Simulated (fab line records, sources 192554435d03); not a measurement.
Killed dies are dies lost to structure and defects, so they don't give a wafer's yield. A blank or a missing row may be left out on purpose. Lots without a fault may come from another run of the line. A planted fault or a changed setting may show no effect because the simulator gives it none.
Chamber matching | flow n5_finfet | N5_FIN_SAQP_HM_OPEN_73 on rie_diel-05: 4 sister chambers
The step chemistry CHF3/O2, target SiO2, stops on a-Si, target depth 12 nm, time 16.8 s. 14 wafers are shown with their chamber, then 7 later ones without.

WAFERS WITH THEIR CHAMBER
wafer  | chamber | rf_vpp_V (V) | drypump_motor_current_A (A) | throttle_valve_pct (%)
L080.2 | 2       | 545          | 5.9                         | 18.61
L080.4 | 0       | 528          | 5.6                         | 18.69
L080.5 | 0       | 527          | 5.6                         | 18.69
L082.2 | 0       | 525          | 5.5                         | 18.69
L082.3 | 3       | 517          | 6.1                         | 18.78
L082.6 | 0       | 528          | 5.6                         | 18.70
L083.3 | 2       | 544          | 5.9                         | 18.60
L083.4 | 0       | 527          | 5.6                         | 18.70
L083.5 | 0       | 527          | 5.5                         | 18.70
L085.3 | 3       | 518          | 6.1                         | 18.79
L085.5 | 1       | 532          | 6.1                         | 18.91
L085.6 | 0       | 526          | 5.6                         | 18.69
L093.1 | 2       | 544          | 5.9                         | 18.65
L093.4 | 1       | 532          | 6.0                         | 18.96

SIGNATURES (means of the wafers above)
reading                 | chamber 0 | chamber 1 | chamber 2 | chamber 3 | scatter within a chamber
rf_vpp_V                | 526.86    | 532.00    | 544.33    | 517.50    | 0.896
drypump_motor_current_A | 5.571     | 6.050     | 5.900     | 6.100     | 0.0439
throttle_valve_pct      | 18.6943   | 18.9350   | 18.6200   | 18.7850   | 0.0169
Rule: a wafer's distance from a chamber is the root of the sum, over the readings, of the square of ((its reading less the chamber's mean) divided by the reading's scatter). The wafer belongs to the nearest chamber; if the next one is less than 2 further off, it can't be placed. The scatter: the root of (the sum of the squares of (reading less its chamber's mean) over the shown wafers, divided by (wafers less chambers)).

WAFERS WITHOUT THEIR CHAMBER
wafer  | rf_vpp_V (V) | drypump_motor_current_A (A) | throttle_valve_pct (%)
L093.6 | 545          | 5.9                         | 18.64
L094.1 | 526          | 5.5                         | 18.75
L094.5 | 544          | 5.9                         | 18.66
L094.6 | 526          | 5.5                         | 18.75
L096.1 | 527          | 5.6                         | 18.74
L096.3 | 518          | 6.1                         | 18.81
L096.6 | 527          | 5.6                         | 18.74

WHICH CHAMBER EACH WENT THROUGH
wafer  | from the rows above | in truth
L093.6 | 2                   | 2
L094.1 | 0                   | 0
L094.5 | 2                   | 2
L094.6 | 0                   | 0
L096.1 | 0                   | 0
L096.3 | 3                   | 3
L096.6 | 0                   | 0
Placed correctly: 7 of 7. Can't be placed from these rows: 0. Placed wrongly: 0.
